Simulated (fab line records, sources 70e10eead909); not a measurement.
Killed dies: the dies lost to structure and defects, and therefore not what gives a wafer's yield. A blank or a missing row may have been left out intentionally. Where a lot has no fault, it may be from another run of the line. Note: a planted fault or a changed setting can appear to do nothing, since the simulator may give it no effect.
fab line records ; flow nandHarc
record lots=6; wafers=18; lastDay=24
route steps=1159 shown P_CONTACT@218 END@1159
lots that met no fault: taken from a fault-free run of the same line
startH: start of the lot's first displayed wafer, in hours after the record's first day ; waitH: time in hours since the lot's previous step ; " the same as in the row above ; L1.1+2: several wafers, shown together as one row ; - no value, or no start was given ; * or withheld: withheld ; < > ~ a bound
route shown NAME@n: NAME is a module with steps in the file, n the number in the route of the first one ; usual: mean and standard deviation over wafers with no fault ; same: alike in all rows ; chamber/n: place in a boat ; sites: each site's reading ; _std_site: the values' standard deviation ; _edge_site: the outer-site mean with the inner-site mean subtracted ; radiusMm: how far each site lies from the wafer's centre ; mask NAME#n: copy n ; behind: tool/chamber where the wafer was last shaped ; hold: cause of the lot's hold/its duration in hours/its outcome ; device: the n, p or np transistor that did not switch ; end of line: the tests these same wafers got at the end of their route ; a step with no rows: only its recipe ; killed: the dies lost at the first sort to structure and to defects; this is not the yield of the wafer ; map: a wafer's dies, x killed, . not, _ none there
set.NAME: the run value of the setting; set.NAME@STEP: its run value at that earlier step ; model.NAME: the simulator's own value behind a step, which no gauge read
lots at some steps of the route; a table a step, a row a wafer
services: from which hour (startH, from the record's first day; less than 0 if before it) a tool's chamber was out of use, for how many hours, and why
## steps
# step NHARC_P_CONTACT_DEP_00
# recipe targetThkA=5000; tempC=400; pressureTorr=6.5; rfW=900; teosFlowSccm=161.4; flowSccm=2650; targetThkNm=500; gas=O2; material=SiO2
# usual heaterPowerW=524/100; showerheadVppV=1816/94; throttleValvePct=16.1/0.39
lot.wafer;tool;chamber;startH;waitH;heaterPowerW;showerheadVppV;throttleValvePct
L283.3;pecvd-04;2;-;-;721;1970;15.6
L283.1;pecvd-04;0;-;-;430;1904;16.3
L283.5;pecvd-04;1;-;-;465;1950;15.8
L292.3;pecvd-03;0;-;-;589;1944;16.3
L292.1;pecvd-03;1;-;-;620;1795;15.8
L292.4;pecvd-03;0;-;-;588;1918;16.3
L293.1;pecvd-03;0;-;-;546;1954;16.4
L293.4;pecvd-03;1;-;-;630;1783;15.9
L293.6;pecvd-03;0;-;-;578;1899;16.6
L296.2;pecvd-04;0;-;-;364;1862;16.1
L296.3;pecvd-04;1;-;-;424;1905;15.8
L296.4;pecvd-04;2;-;-;739;1974;15.7
L305.3;pecvd-04;1;-;-;479;1919;15.8
L305.2;pecvd-04;0;-;-;413;1890;15.9
L305.6;pecvd-04;2;-;-;603;1966;15.6
L306.1;pecvd-02;2;-;-;470;1707;16.2
L306.2;pecvd-02;0;-;-;540;1866;15.7
L306.5;pecvd-02;1;-;-;623;1700;16.2
# step NHARC_P_CONTACT_CMP_01
# recipe targetThkNm=200; material=SiO2
# usual motorCurrentA=12.0/0.82
lot.wafer;tool;chamber;startH;waitH;motorCurrentA
L283.3;cmp-03;2;101.97;-;12.6
L283.1;cmp-03;0;101.97;-;11.6
L283.5;cmp-03;1;101.97;-;11.5
L292.1;cmp-03;3;164.10;-;12.9
L292.3;cmp-03;0;164.10;-;12.7
L292.4;cmp-03;2;164.10;-;12.6
L293.4;cmp-01;0;168.50;-;10.3
L293.1;cmp-01;1;168.50;-;11.9
L293.6;cmp-01;2;168.50;-;12.4
L296.2;cmp-01;3;184.65;-;10.5
L296.3;cmp-01;0;184.65;-;10.6
L296.4;cmp-01;1;184.65;-;12.4
L305.2;cmp-01;3;240.22;-;11.6
L305.3;cmp-01;0;240.22;-;10.5
L305.6;cmp-01;3;240.22;-;11.3
L306.2;cmp-02;1;240.69;-;12.1
L306.1;cmp-02;2;240.69;-;12.8
L306.5;cmp-02;1;240.69;-;12.6
# step NHARC_P_CONTACT_SRD_03
# step NHARC_P_CONTACT_DEHYDRATE_04
# recipe tempC=150; timeS=120
# step NHARC_P_CONTACT_HMDS_05
# recipe timeS=30
# step NHARC_P_CONTACT_COAT_33
# recipe tempC=260; timeS=75
# step NHARC_P_CONTACT_COAT_34
# recipe tempC=225; timeS=65
# step NHARC_P_CONTACT_COAT_06
# recipe spinRpm=1500; resistThkNm=90
# step NHARC_P_CONTACT_SOFTBAKE_07
# recipe tempC=105; timeS=55
# step NHARC_P_CONTACT_EBR_08
# step NHARC_P_CONTACT_EXPOSE_09
# recipe na=1.35; targetCdNm=90; doseMj=81.26; maskId=P_CA
# step NHARC_P_CONTACT_PEB_10
# recipe pebTempC=100; pebTimeS=65
# usual heaterPowerTotalW=156.6/0.41
lot.wafer;tool;chamber;startH;waitH;heaterPowerTotalW
L283.1;lithoTrack-06;0;102.58;0.1;157.1
L283.3;lithoTrack-06;0;102.58;0.1;156.0
L283.5;lithoTrack-06;0;102.58;0.1;156.7
L292.1;lithoTrack-06;0;164.73;0.1;205.7
L292.3;lithoTrack-06;0;164.73;0.1;156.4
L292.4;lithoTrack-06;0;164.73;0.1;157.0
L293.1;lithoTrack-06;0;169.06;0.1;204.0
L293.4;lithoTrack-06;0;169.06;0.1;157.0
L293.6;lithoTrack-06;0;169.06;0.1;157.0
L296.2;lithoTrack-01;0;185.40;0.1;157.1
L296.3;lithoTrack-01;0;185.40;0.1;157.1
L296.4;lithoTrack-01;0;185.40;0.1;157.1
L305.2;lithoTrack-01;0;240.97;0.1;157.0
L305.3;lithoTrack-01;0;240.97;0.1;156.0
L305.6;lithoTrack-01;0;240.97;0.1;156.0
L306.1;lithoTrack-01;0;241.41;0.1;157.1
L306.2;lithoTrack-01;0;241.41;0.1;156.2
L306.5;lithoTrack-01;0;241.41;0.1;156.9
# step NHARC_P_CONTACT_DEVELOP_11
# recipe developTimeS=35; devTempC=23
# step NHARC_P_CONTACT_CD_MEAS_12
# recipe targetCdNm=90; landingEnergyEv=500
# usual cdNm=90.0/0.73
lot.wafer;tool;chamber;startH;waitH;cdNm
L283.1;cdSem-01;0;102.66;-;90.9
L283.3;cdSem-01;0;102.66;-;89.3
L283.5;cdSem-01;0;102.66;-;90.1
L292.1;cdSem-02;0;164.81;-;71.9
L292.3;cdSem-02;0;164.81;-;89.2
L292.4;cdSem-02;0;164.81;-;90.8
L293.1;cdSem-03;0;169.14;-;72.1
L293.4;cdSem-03;0;169.14;-;89.6
L293.6;cdSem-03;0;169.14;-;90.1
L296.2;cdSem-03;0;185.48;-;89.1
L296.3;cdSem-03;0;185.48;-;89.1
L296.4;cdSem-03;0;185.48;-;88.9
L305.2;cdSem-01;0;241.06;-;90.6
L305.3;cdSem-01;0;241.06;-;89.9
L305.6;cdSem-01;0;241.06;-;89.0
L306.1;cdSem-03;0;241.49;-;89.6
L306.2;cdSem-03;0;241.49;-;90.0
L306.5;cdSem-03;0;241.49;-;89.1
# step NHARC_P_CONTACT_OVL_MEAS_13
# usual overlayXNm=0.1/0.75; overlayYNm=-0.1/0.9
lot.wafer;tool;chamber;startH;waitH;overlayXNm;overlayYNm
L283.1;overlay-02;-;102.75;-;-0.4;-0.1
L283.3;overlay-02;-;102.75;-;0.0;0.3
L283.5;overlay-02;-;102.75;-;-0.6;0.1
L292.1;overlay-02;-;164.90;-;0.8;1.6
L292.3;overlay-02;-;164.90;-;1.5;1.4
L292.4;overlay-02;-;164.90;-;1.8;1.3
L293.1;overlay-01;-;169.23;-;-0.3;-0.2
L293.4;overlay-01;-;169.23;-;0.0;0.1
L293.6;overlay-01;-;169.23;-;0.0;0.7
L296.2;overlay-02;-;185.57;-;-1.5;-0.8
L296.3;overlay-02;-;185.57;-;-0.7;0.0
L296.4;overlay-02;-;185.57;-;-0.8;-0.7
L305.2;overlay-01;-;241.15;-;-0.7;-0.3
L305.3;overlay-01;-;241.15;-;-0.3;-0.3
L305.6;overlay-01;-;241.15;-;-0.5;-0.6
L306.1;overlay-02;-;241.58;-;-0.3;2.5
L306.2;overlay-02;-;241.58;-;-0.7;1.4
L306.5;overlay-02;-;241.58;-;-0.7;1.5
# step NHARC_P_CONTACT_INSPECT_14
# usual rawDefectCount=4.2/2.6
lot.wafer;tool;chamber;startH;waitH;rawDefectCount
L283.1;defectInspect-01;-;102.78;0.0;6
L283.3;defectInspect-01;-;102.78;0.0;1
L283.5;defectInspect-01;-;102.78;0.0;3
L292.1;defectInspect-01;-;164.94;0.0;6
L292.3;defectInspect-01;-;164.94;0.0;9
L292.4;defectInspect-01;-;164.94;0.0;8
L293.1;defectInspect-02;-;169.27;0.0;9
L293.4;defectInspect-02;-;169.27;0.0;7
L293.6;defectInspect-02;-;169.27;0.0;5
L296.2;defectInspect-01;-;185.61;0.0;4
L296.3;defectInspect-01;-;185.61;0.0;4
L296.4;defectInspect-01;-;185.61;0.0;4
L305.2;defectInspect-02;-;241.19;0.0;2
L305.3;defectInspect-02;-;241.19;0.0;3
L305.6;defectInspect-02;-;241.19;0.0;5
L306.1;defectInspect-02;-;241.62;0.0;6
L306.2;defectInspect-02;-;241.62;0.0;15
L306.5;defectInspect-02;-;241.62;0.0;7
# step NHARC_P_CONTACT_DESCUM_17
# recipe timeS=3; o2FlowSccm=200; arFlowSccm=0; biasPowerW=0; chemistry=O2
# usual drypumpMotorCurrentA=5.5/0.43; oesProductAu=0.991/0.01; rfVppV=58.0/0.86; showerheadPlenumPTorr=1.96/0.062; throttleValvePct=11.310/0.0095
lot.wafer;tool;chamber;startH;waitH;drypumpMotorCurrentA;oesProductAu;rfHoursCounterH;rfVppV;showerheadPlenumPTorr;throttleValvePct;model.P_CONTACT.cdNm
L283.1;rieDiel-02;2;102.86;0.1;6.2;0.987;12;57.5;1.96;11.306;91.28
L283.3;rieDiel-02;3;102.86;0.1;5.5;0.992;14;59.1;2.05;11.313;89.04
L283.5;rieDiel-02;0;102.86;0.1;5.9;0.995;-;57.1;1.83;11.309;89.56
L292.3;rieDiel-04;0;165.00;0.1;6.0;0.989;5;57.4;1.96;11.291;89.86
L292.1;rieDiel-04;2;165.00;0.1;4.9;0.980;4;58.0;1.97;11.302;71.67
L292.4;rieDiel-04;3;165.00;0.1;5.3;0.990;4;59.1;1.97;11.295;90.86
L293.1;rieDiel-02;3;169.33;0.1;5.5;0.990;1;58.4;2.05;11.312;72.47
L293.4;rieDiel-02;2;169.33;0.1;6.2;0.969;1;58.6;1.96;11.310;90
L293.6;rieDiel-02;0;169.33;0.1;5.9;1.002;-;56.5;1.83;11.310;89.69
L296.3;rieDiel-06;0;185.67;0.1;5.7;0.987;40;59.5;1.97;11.310;88.81
L296.4;rieDiel-06;1;185.67;0.1;5.7;0.993;41;58.4;1.87;11.299;88.9
L296.2;rieDiel-06;2;185.67;0.1;5.5;1.001;38;58.3;2.03;11.316;89.16
L305.3;rieDiel-04;0;241.25;0.1;6.0;0.982;12;58.9;1.96;11.314;90.02
L305.2;rieDiel-04;2;241.25;0.1;4.8;1.001;11;57.9;1.97;11.304;90.72
L305.6;rieDiel-04;0;241.25;0.1;6.0;0.986;-;58.3;1.96;11.308;89.19
L306.1;rieDiel-02;2;241.68;0.1;6.2;0.983;8;58.1;1.96;11.318;90.36
L306.2;rieDiel-02;3;241.68;0.1;5.5;1.000;9;58.1;2.05;11.302;90.39
L306.5;rieDiel-02;2;241.68;0.1;6.2;0.990;-;59.2;1.96;11.316;89.7
# step NHARC_P_CONTACT_ETCH_35
# recipe targetDepthA=390; overEtchFrac=0.3; timeS=65; ionEnergyEv=80; cf4FlowSccm=150; arFlowSccm=0; rfW=300; biasW=100; chemistry=CF4
# usual drypumpMotorCurrentA=5.4/0.43; oesProductAu=0.993/0.011; rfVppV=151.7/1.1; showerheadPlenumPTorr=1.80/0.053; throttleValvePct=13.285/0.0085
lot.wafer;tool;chamber;startH;waitH;drypumpMotorCurrentA;oesProductAu;rfHoursCounterH;rfVppV;showerheadPlenumPTorr;throttleValvePct
L283.3;rieDiel-02;1;102.94;0.1;5.0;1.000;14;152.1;1.82;13.286
L283.1;rieDiel-02;2;102.94;0.1;6.2;1.002;12;150.7;1.81;13.290
L283.5;rieDiel-02;1;102.94;0.1;5.0;0.997;-;153.1;1.82;13.261
L292.1;rieDiel-04;2;165.09;0.1;4.9;0.991;4;151.9;1.82;13.280
L292.3;rieDiel-04;3;165.09;0.1;5.3;0.995;4;151.7;1.82;13.269
L292.4;rieDiel-04;0;165.09;0.1;6.0;0.984;5;150.4;1.81;13.279
L293.1;rieDiel-02;2;169.43;0.1;6.2;0.990;1;152.7;1.81;13.279
L293.4;rieDiel-02;3;169.43;0.1;5.5;0.992;1;152.7;1.89;13.283
L293.6;rieDiel-02;0;169.43;0.1;5.9;1.008;-;151.3;1.70;13.285
L296.2;rieDiel-06;1;185.88;0.2;5.6;0.995;41;151.6;1.74;13.283
L296.3;rieDiel-06;2;185.88;0.2;5.5;1.008;38;153.0;1.86;13.282
L296.4;rieDiel-06;3;185.88;0.2;4.8;0.992;38;152.1;1.86;13.276
L305.3;rieDiel-04;2;241.34;0.1;4.8;1.000;11;151.0;1.82;13.284
L305.2;rieDiel-04;3;241.34;0.1;5.3;0.985;11;152.0;1.82;13.287
L305.6;rieDiel-04;2;241.34;0.1;4.9;1.000;-;151.8;1.82;13.284
L306.2;rieDiel-02;3;241.83;0.1;5.5;0.989;9;152.1;1.88;13.298
L306.1;rieDiel-02;2;241.83;0.1;6.2;0.990;8;151.9;1.81;13.273
L306.5;rieDiel-02;0;241.83;0.1;5.9;0.993;-;150.4;1.70;13.279
# step NHARC_P_CONTACT_ETCH_36
# recipe targetDepthA=2600; overEtchFrac=0.25; timeS=406.25; ionEnergyEv=200; n2FlowSccm=150; h2FlowSccm=150; arFlowSccm=0; rfW=400; biasW=150; chemistry=N2/H2
# step NHARC_P_CONTACT_ETCH_18
# recipe targetDepthA=4810; timeS=240.5; c4f8FlowSccm=20; o2FlowSccm=10; arFlowSccm=withheld; rfW=600; biasW=1500; chemistry=C4F8/O2/Ar
# usual oesProductAu=0.959/0.014; rfVppV=981/4.3
lot.wafer;tool;chamber;startH;waitH;oesProductAu;rfHoursCounterH;rfVppV
L283.3;rieDiel-02;0;-;-;0.983;14;972
L283.1;rieDiel-02;3;-;-;0.984;14;987
L283.5;rieDiel-02;1;-;-;0.966;-;982
L292.4;rieDiel-04;3;-;-;0.973;5;983
L292.1;rieDiel-04;0;-;-;0.943;5;982
L292.3;rieDiel-04;1;-;-;0.941;5;976
L293.4;rieDiel-02;1;-;-;0.970;1;981
L293.1;rieDiel-02;2;-;-;0.951;1;982
L293.6;rieDiel-02;3;-;-;0.963;-;987
L296.3;rieDiel-06;0;-;-;0.939;40;981
L296.2;rieDiel-06;1;-;-;0.944;41;975
L296.4;rieDiel-06;2;-;-;0.958;38;985
L305.3;rieDiel-04;2;-;-;0.991;11;984
L305.2;rieDiel-04;3;-;-;0.976;11;983
L305.6;rieDiel-04;1;-;-;0.942;-;976
L306.2;rieDiel-02;2;-;-;0.935;9;981
L306.1;rieDiel-02;0;-;-;0.953;9;971
L306.5;rieDiel-02;2;-;-;0.940;-;980
# step NHARC_P_CONTACT_STRIP_37
# recipe c4f8FlowSccm=withheld; o2FlowSccm=8; arFlowSccm=withheld; biasW=0; chemistry=C4F8/O2/Ar
# step NHARC_P_CONTACT_ETCH_31
# recipe targetDepthA=300; timeS=85.7; ionEnergyEv=120; overEtchFrac=1; ch3fFlowSccm=50; o2FlowSccm=30; arFlowSccm=200; rfW=500; biasW=100; chemistry=CH3F/O2
# usual drypumpMotorCurrentA=5.4/0.44; oesProductAu=0.975/0.011; rfVppV=245.1/1.4; showerheadPlenumPTorr=2.51/0.074; throttleValvePct=20.663/0.0085
lot.wafer;tool;chamber;startH;waitH;drypumpMotorCurrentA;oesProductAu;rfHoursCounterH;rfVppV;showerheadPlenumPTorr;throttleValvePct;model.P_CONTACT.cdNm
L283.1;rieDiel-02;3;-;-;5.5;0.991;14;245.8;2.63;20.664;93.03
L283.3;rieDiel-02;1;-;-;5.0;0.995;14;245.6;2.53;20.650;88.41
L283.5;rieDiel-02;3;-;-;5.5;0.982;-;245.6;2.63;20.658;89.99
L292.3;rieDiel-04;0;-;-;6.0;0.963;5;245.6;2.52;20.663;88.17
L292.1;rieDiel-04;1;-;-;5.2;0.957;5;242.6;2.41;20.666;72.1
L292.4;rieDiel-04;3;-;-;5.3;0.971;5;246.3;2.53;20.660;88.78
L293.4;rieDiel-02;1;-;-;5.1;0.981;1;244.5;2.53;20.661;93.7
L293.1;rieDiel-02;3;-;-;5.5;0.978;1;246.2;2.63;20.652;73.08
L293.6;rieDiel-02;1;-;-;5.0;0.994;-;246.7;2.53;20.662;90.03
L296.2;rieDiel-06;3;-;-;4.8;0.963;38;246.7;2.59;20.668;88.61
L296.3;rieDiel-06;0;-;-;5.6;0.970;40;244.0;2.52;20.676;89.96
L296.4;rieDiel-06;1;-;-;5.7;0.982;41;243.5;2.41;20.668;85.09
L305.3;rieDiel-04;1;-;-;5.3;0.946;12;244.5;2.41;20.668;87.57
L305.2;rieDiel-04;2;-;-;4.8;0.999;12;246.4;2.53;20.671;89.52
L305.6;rieDiel-04;0;-;-;6.1;0.968;-;247.1;2.51;20.665;87.85
L306.1;rieDiel-02;1;-;-;5.0;0.961;8;245.1;2.53;20.669;92.32
L306.2;rieDiel-02;2;-;-;6.2;0.953;9;245.7;2.52;20.674;88.36
L306.5;rieDiel-02;0;-;-;5.9;0.974;-;243.7;2.35;20.664;89.98
# step NHARC_P_CONTACT_CD_MEAS_19
# usual cdNm=89.5/2.1
lot.wafer;tool;chamber;startH;waitH;cdNm
L283.1;cdSem-03;-;103.72;-;93.5
L283.3;cdSem-03;-;103.72;-;88.3
L283.5;cdSem-03;-;103.72;-;90.1
L292.1;cdSem-02;-;165.87;-;72.2
L292.3;cdSem-02;-;165.87;-;88.1
L292.4;cdSem-02;-;165.87;-;89.2
L293.1;cdSem-01;-;170.20;-;73.3
L293.4;cdSem-01;-;170.20;-;93.9
L293.6;cdSem-01;-;170.20;-;89.8
L296.2;cdSem-03;-;186.67;-;88.9
L296.3;cdSem-03;-;186.67;-;89.9
L296.4;cdSem-03;-;186.67;-;84.7
L305.2;cdSem-03;-;242.13;-;89.7
L305.3;cdSem-03;-;242.13;-;87.4
L305.6;cdSem-03;-;242.13;-;88.0
L306.1;cdSem-02;-;242.64;-;92.6
L306.2;cdSem-02;-;242.64;-;88.2
L306.5;cdSem-02;-;242.64;-;90.0
# step NHARC_P_CONTACT_STRIP_28
# recipe o2FlowSccm=500; arFlowSccm=0; biasW=0; chemistry=O2
# usual drypumpMotorCurrentA=5.5/0.44; oesProductAu=0.992/0.011; rfVppV=58.0/0.83; showerheadPlenumPTorr=3.59/0.098; throttleValvePct=17.038/0.011
lot.wafer;tool;chamber;startH;waitH;drypumpMotorCurrentA;oesProductAu;rfHoursCounterH;rfVppV;showerheadPlenumPTorr;throttleValvePct
L283.3;rieDiel-02;3;103.81;0.1;5.6;0.992;14;58.2;3.76;17.039
L283.1;rieDiel-02;1;103.81;0.1;5.0;1.006;14;57.2;3.63;17.034
L283.5;rieDiel-02;3;103.81;0.1;5.5;1.000;-;58.5;3.76;17.029
L292.3;rieDiel-02;2;165.95;0.1;6.2;0.988;0;58.8;3.61;17.032
L292.1;rieDiel-02;3;165.95;0.1;5.5;0.995;1;57.7;3.76;17.049
L292.4;rieDiel-02;1;165.95;0.1;5.0;1.000;0;56.9;3.62;17.039
L293.1;rieDiel-04;0;170.32;0.1;6.0;0.978;6;58.3;3.61;17.041
L293.4;rieDiel-04;1;170.32;0.1;5.2;0.979;5;57.8;3.47;17.040
L293.6;rieDiel-04;3;170.32;0.1;5.3;0.985;-;58.6;3.63;17.045
L296.2;rieDiel-06;0;186.74;0.1;5.6;0.996;40;57.5;3.62;17.019
L296.3;rieDiel-06;2;186.74;0.1;5.5;0.994;38;56.8;3.72;17.017
L296.4;rieDiel-06;3;186.74;0.1;4.8;0.997;38;58.4;3.70;17.039
L305.3;rieDiel-04;2;242.24;0.1;4.9;0.996;12;57.3;3.62;17.051
L305.2;rieDiel-04;3;242.24;0.1;5.3;0.992;11;58.6;3.63;17.026
L305.6;rieDiel-04;1;242.24;0.1;5.3;0.968;-;57.3;3.46;17.053
L306.2;rieDiel-04;2;242.71;0.1;4.8;0.988;12;58.5;3.62;17.056
L306.1;rieDiel-04;0;242.71;0.1;6.0;0.969;12;57.5;3.60;17.041
L306.5;rieDiel-04;3;242.71;0.1;5.4;0.998;-;57.9;3.63;17.044
# step NHARC_END_SORT_01
# recipe tempC=25
# usual killedAtArray=25/7.8; killedAtOther=0.6/0.81; killedAtPeriphery=3.3/2.2; killedDies=29/8.2; killedOpen=3.5/1.9; killedShort=1.8/1.3
# same grossDies=677
lot.wafer;tool;chamber;startH;waitH;killedAtArray;killedAtOther;killedAtPeriphery;killedDies;killedOpen;killedShort
L293.1;prober-01;0;490.24;2.5;40;0;432;472;4;0
L292.1;prober-02;0;498.01;2.5;16;0;574;590;2;0
L292.3;prober-02;0;499.62;3.1;23;1;8;32;1;1
L292.4;prober-02;0;500.43;3.4;31;1;5;37;2;1
# killed by level:class
L293.1 P_CONTACT:areaPeb=423 A_SLIT:chamberFilmFlake=20 A_CHANNEL_HOLE_D1:chamberFilmFlake=15 P_STI:chamberFilmFlake=3 A_WL_FILL:chamberFilmFlake=2 A_CONTACT:chamberFilmFlake=2 P_CONTACT:geometricParticle:open=1 P_M0:geometricParticle:open=1
L292.1 P_CONTACT:areaPeb=570 A_CHANNEL_HOLE_D1:chamberFilmFlake=6 P_STI:chamberFilmFlake=3 A_WL_FILL:chamberFilmFlake=3 A_STAIRCASE:chamberFilmFlake=2 A_SLIT:chamberFilmFlake=2 P_CONTACT:geometricParticle:open=1 A_WL_FILL:geometricParticle:open=1
L292.3 A_CHANNEL_HOLE_D1:chamberFilmFlake=11 P_STI:chamberFilmFlake=6 A_CONTACT:chamberFilmFlake=6 A_SLIT:chamberFilmFlake=3 P_GATE:chamberFilmFlake=2 A_CHANNEL_HOLE_D1:geometricParticle:short=1 A_CHANNEL_FILL_D1:geometricParticle:open=1 A_BONDPAD:chamberFilmFlake=1
L292.4 A_CHANNEL_HOLE_D1:chamberFilmFlake=14 P_STI:chamberFilmFlake=4 A_SLIT:chamberFilmFlake=4 A_CHANNEL_FILL_D1:chamberFilmFlake=3 A_CONTACT:chamberFilmFlake=3 A_ZERO_WELL:chamberFilmFlake=2 A_WL_FILL:chamberFilmFlake=2 A_CHANNEL_HOLE_D1:geometricParticle:open=1
# map L292.1 (x killed, . not)
____________x____________
_________x.x.xxx_________
_______..xx..xx.xx_______
______xxx.xx.x.xxxx______
_____.x.x.xxxxx.x.xx_____
____xxx..x..x...xx.xx____
____xx..xxx.xx.x.xxxx____
___...xxxx.x...x.x..xx___
___xxx.xx.x.xxxxx.x.xx___
__x.x.xxx.xxx.xxx.x.xxx__
__.xxxxxxxxxxxxx.xxx..x__
_x.xxxx..xx..x.x.x.xx.xx_
_xx.xxxxx.xxxxxxxxxxxxxx_
_xxxxxxxxx.x.xx....x.xxx_
_xx.xx.xxxxxxx..xxxxxxxx_
_xxxxx.xxxxxxxxx.xxxxxxx_
xxx.xxxxxxxxxxxx.xxxxxxxx
xxxxxxxxxxxxxxxxx.x.xxxxx
xxxxxxxxxx.xxxxxxxxxxxx.x
xxxxxxxxxxxxxxxxxxxxxxxxx
xxxxxxxxxxxxxxxxxxxxx.xxx
_xxx.xxxxxxx.xxxxxxxxxx._
_xxxxxxxxxxxxxxxxxxxxxxx_
_xxxxxxxxxxxxxxxxxxxxxxx_
_xxxxxxxxxxxxxxxxxxxxxxx_
_xxxxxxxxxxxxxxxxxxxxxxx_
__xxxxxxxxxxxxxxxxxxxxx__
__xxxxxxxxxxxxxxxxxxxxx__
___xxxxxxxxxxxxxxxxxxx___
___xxxxxxxxxxxxxxxxxxx___
____xxxxxxxxxxxxxxxxx____
____xxxxxxxxxxxxxxxxx____
_____xxxxxxxxxxxxxxx_____
______xxxxxxxxxxxxx______
_______xxxxxxxxxxx_______
_________xxxxxxx_________
____________x____________
# map L293.1 (x killed, . not)
____________x____________
_________xx....x_________
_______..x.x..x.xx_______
______.x.x.x..xxxxx______
_____......x..xxxx.x_____
____...xxx.x...xxx...____
____......x...x......____
___x.x........x.x....x___
___....x...x...x..x...___
__x..x.xxxx....xx.x....__
__.x..x.xxxx..x..x....x__
_xx.xxx.xxxx....xxx.x.x._
_xx.xxx..xxx..x.xx.xxxxx_
_.xx..xxxx.x.xx.x....xx._
_xx.xxx.xxxx...xxx.x..x._
_xx.xxx....x....xxx.x..x_
.xx.xxx.xxx.xxx.xx.x..xxx
xxx.xxx.xx...xxx.x.x.x.xx
xx.xxx.xxxxx.xxx.x..x.xxx
xxx.xxxxxxx..x..x..xx.xxx
x.xxxxxxx..x.xxx.xxxxxx.x
_xxxxx..xx.xxxxxxxxx.xxx_
_xxxxxxxxxxxxxx.xxx.x.xx_
_xxxx.xxxxxxxx.xx.xxxx.x_
_.xxxxxxxxxxxx.xxxxxxxxx_
_xxxxxxxxxxxxxxxxx.xxxxx_
__xxxxxxxxxxxxxxxxxxxx.__
__xxxxxxxxx..xxxxxxxxxx__
___xxxxxxxxxxxxxxxxxxx___
___xxxxxxxxxxxxxxxxxxx___
____xxxxxxxxxxxxxxxxx____
____xxxxxxxxxxxxxxxxx____
_____xxxxxxxxxxxxxxx_____
______xxxxxxxxxxxxx______
_______xxxxxxxxxxx_______
_________xxxxxxx_________
____________x____________
## services
tool;chamber;startH;hours;kind
rieDiel-02;0;80.11;1.4;repair
cmp-01;-;81.54;4.0;pm
pecvd-03;-;82.59;1.6;repair
cmp-01;-;85.91;22.4;repair
cmp-03;-;87.09;2.4;repair
lithoTrack-01;-;93.00;7.0;pm
pecvd-03;-;101.39;1.3;repair
pecvd-03;-;111.00;13.0;pm
rieDiel-04;-;112.00;9.0;pm
rieDiel-06;1;114.89;7.5;repair
lithoTrack-06;-;117.00;7.0;pm
pecvd-04;-;118.46;1.3;repair
rieDiel-06;0;134.51;4.2;repair
rieDiel-02;-;150.70;9.0;pm
cmp-03;-;156.00;4.0;pm
cmp-03;-;164.57;2.1;repair
rieDiel-06;2;166.59;1.2;repair
cmp-01;-;179.54;4.0;pm
rieDiel-04;-;184.48;1.1;repair
pecvd-04;0;187.07;6.4;repair
pecvd-04;-;195.00;13.0;pm
rieDiel-06;2;225.22;6.5;repair
rieDiel-06;2;239.20;17.2;repair
rieDiel-06;-;241.58;9.0;pm
## key
firstSign step=NHARC_P_CONTACT_PEB_10; reading=heaterPowerTotalW; direction=up; sigmas=99+; usual=*; struck=*
effect step=NHARC_P_CONTACT_CD_MEAS_12; reading=cdNm; direction=down; sigmas=25; usual=90.0; struck=72.0
effect step=NHARC_P_CONTACT_CD_MEAS_19; reading=cdNm; direction=down; sigmas=8; usual=89.5; struck=72.7
effect step=NHARC_END_SORT_01; reading=killedAtPeriphery; direction=up; sigmas=99+; usual=3.3; struck=503
modelEffect step=NHARC_P_CONTACT_DESCUM_17; value=P_CONTACT.cdNm; without=91; struck=72.07
modelEffect step=NHARC_P_CONTACT_ETCH_31; value=P_CONTACT.cdNm; without=91.52; struck=72.59
moreKillsBornAt NHARC_P_CONTACT_PEB_10@lithoTrack-06=993
metAt NHARC_P_CONTACT_PEB_10
struckWafers L292.1,L293.1
laterRowsLeftOut L292.1,L293.1
testerLeftOut L292,L293
onsetBetween 102.58 164.73
fault kind=processParameterDrift; tool=lithoTrack-06; chamber=-; onsetH=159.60; steps=NHARC_P_CONTACT_PEB_10; channel=pebTimeS; offset=*; shape=step; endH=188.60; scope=struckWafersOnly; actsIn=*; stated=*
# testerLeftOut: of these lots the tester's yield and bins aren't shown, on N5 and GAA mostly nor the transistor test; their killed dies are dies lost to structure and defects alone, not to doping, threshold or leakage, so they don't give the yield
# laterRowsLeftOut: the simulator's readings of these wafers behind a module that went badly wrong aren't trusted and aren't shown, but for the sort
